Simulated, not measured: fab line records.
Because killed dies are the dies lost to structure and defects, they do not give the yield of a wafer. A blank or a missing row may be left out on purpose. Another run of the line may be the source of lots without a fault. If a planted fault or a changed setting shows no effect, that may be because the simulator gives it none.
Matching of chambers / flow nand harc / NHARC_A_CONTACT_ETCH_110 on rie diel-13 has 4 sister chambers
The step etches the open film in CF4/O2, target depth 60 nm, overetch 6 nm, time 33 s. 4 wafers are shown with their chamber, then 7 later ones without.

WAFERS WITH THEIR CHAMBER
wafer=L920.2; chamber=2; drypump motor current A (A)=6.0
wafer=L920.5; chamber=0; drypump motor current A (A)=5.8
wafer=L924.4; chamber=3; drypump motor current A (A)=5.1
wafer=L924.5; chamber=1; drypump motor current A (A)=6.1

WAFERS WHOSE CHAMBER IS MISSING
wafer=L924.6; drypump motor current A (A)=6.0
wafer=L926.2; drypump motor current A (A)=5.8
wafer=L926.4; drypump motor current A (A)=5.2
wafer=L926.6; drypump motor current A (A)=6.0
wafer=L933.1; drypump motor current A (A)=6.0
wafer=L933.3; drypump motor current A (A)=5.8
wafer=L933.6; drypump motor current A (A)=6.0

WHICH CHAMBER EACH ONE RAN IN
wafer=L924.6; from the rows above=2; in truth=2
wafer=L926.2; from the rows above=0; in truth=0
wafer=L926.4; from the rows above=3; in truth=3
wafer=L926.6; from the rows above=2; in truth=2
wafer=L933.1; from the rows above=2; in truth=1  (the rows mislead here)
wafer=L933.3; from the rows above=0; in truth=0
wafer=L933.6; from the rows above=2; in truth=2
Placed correctly: 6 of 7. Can't be placed from these rows: 0. Wrongly placed: 1.
How it was worked out, from the rows above alone: a wafer's distance from a chamber is the root of the sum, over the readings, of the square of ((its reading less the chamber's mean) divided by the reading's scatter). The wafer belongs to the nearest chamber; if the next one is less than 2 further off, it can't be placed. The mean given for a chamber averages the wafers shown for that chamber. The scatter: with one shown wafer a chamber, the root of the mean of the squares of how far each hidden wafer lies from its nearest shown one.
